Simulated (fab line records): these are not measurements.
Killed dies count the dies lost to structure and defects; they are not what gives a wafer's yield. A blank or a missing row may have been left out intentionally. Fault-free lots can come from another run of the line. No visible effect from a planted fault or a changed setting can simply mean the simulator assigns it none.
A lot that was struck, set against a sound lot / flow nand_harc / 14 out of 1302 route steps
Sound: the wafers L284.1, L284.4, L284.6. Struck: wafers L299.4, L299.6 (left out: L299.2, a lot-mate that was not struck); the cause follows at the end.
Order at every step that has rows: each side's tool, ch and its chambers, its first start. Under that, the readings that differ: sound wafers / struck wafers / difference of the means / sigmas: that difference in standard deviations of wafers without a fault.
alike: readings whose means differ by less than 2 such deviations, and words and numbers that are the same on both sides. not compared: withheld readings, readings that some wafer has no value for, bounds like >300 that may hide the same value, and numbers for which the record gives no deviation and whose values overlap.
Wherever a step has rows on one side only, a row that says differs or no value, or a row with sigmas, the two part there. Numbers that have no deviation but don't overlap get no sigmas and don't part them. A reading missing from all wafers of one side parts the sides only when that side holds two or more wafers.

NHARC_A_ONON_D2_THK_MEAS_30: measures by ellipsometry.
  sound: film_metro-01 at day 15 21:59; struck: film_metro-02 at day 21 14:16
reading=thk_nm (nm); sound=979 978 979; struck=1004 1004; difference=+25; sigmas=+3
NHARC_A_ONON_D2_DEP_33: deposits SiO2, target thk 200 nm.
  sound on pecvd-03 ch 0,1, day 15 22:07; struck on pecvd-02 ch 0,2, day 21 14:20
  alike: heater_power_w, throttle_valve_pct
NHARC_A_ONON_D2_THK_MEAS_34: measures by ellipsometry.
  sound: film_metro-01 at day 15 22:26; struck: film_metro-02 at day 21 14:44
  alike: thk_nm
NHARC_A_ONON_D2_INSPECT_32:
  sound: defect_inspect-01 at day 15 22:31; struck: defect_inspect-01 at day 21 14:48
  alike: raw_defect_count
NHARC_A_CHANNEL_HOLE_D2_DEP_00: deposits aC, target thk 3100 nm.
  sound on acl_dep-03 ch 0, day 15 22:49; struck on acl_dep-02 ch 0, day 21 18:34
  alike: throttle_valve_pct
NHARC_A_CHANNEL_HOLE_D2_DEP_01: deposits SiON, target thk 140 nm.
  sound on pecvd-03 ch 1,2, day 16 00:44; struck on pecvd-03 ch 0,1, day 21 20:13
  alike: heater_power_w
then, 5 steps without rows for these wafers: NHARC_A_CHANNEL_HOLE_D2_DEHYDRATE_02 (time 120 s); NHARC_A_CHANNEL_HOLE_D2_HMDS_03 (time 30 s); NHARC_A_CHANNEL_HOLE_D2_COAT_36 (time 75 s); NHARC_A_CHANNEL_HOLE_D2_COAT_37 (time 65 s); NHARC_A_CHANNEL_HOLE_D2_COAT_04 (resist thk 90 nm).
NHARC_A_CHANNEL_HOLE_D2_SOFTBAKE_05: time 55 s.
  sound on litho_track-01 ch 0, day 16 01:00; struck on litho_track-01 ch 0, day 21 20:00
reading=heater_power_total_W (W); sound=188.32 188.65 188.42; struck=222.41 222.67; difference=+34.08; sigmas=+99 or more
  alike: resist_line_temp_C
following that, these wafers have no rows for 1 step: NHARC_A_CHANNEL_HOLE_D2_EBR_06.
-- record jumps: 12 days between struck wafers' starts before vs after; left off in module A_CHANNEL_HOLE_D2, resumes in module END, first step shown is number 1302 of the route --
NHARC_END_SORT_01:
  sound on prober-02 ch 0, day 27 14:07; struck on prober-02 ch 0, day 33 10:58
  alike: killed_at_array, killed_at_other, killed_at_periphery, killed_dies, killed_open, killed_short

## WHERE THEY PART
Earliest at NHARC_A_ONON_D2_THK_MEAS_30; latest, in this record, at NHARC_A_CHANNEL_HOLE_D2_SOFTBAKE_05. Later steps at which nothing parts them and some readings are alike: NHARC_END_SORT_01.

WHY: whatever the simulator had introduced
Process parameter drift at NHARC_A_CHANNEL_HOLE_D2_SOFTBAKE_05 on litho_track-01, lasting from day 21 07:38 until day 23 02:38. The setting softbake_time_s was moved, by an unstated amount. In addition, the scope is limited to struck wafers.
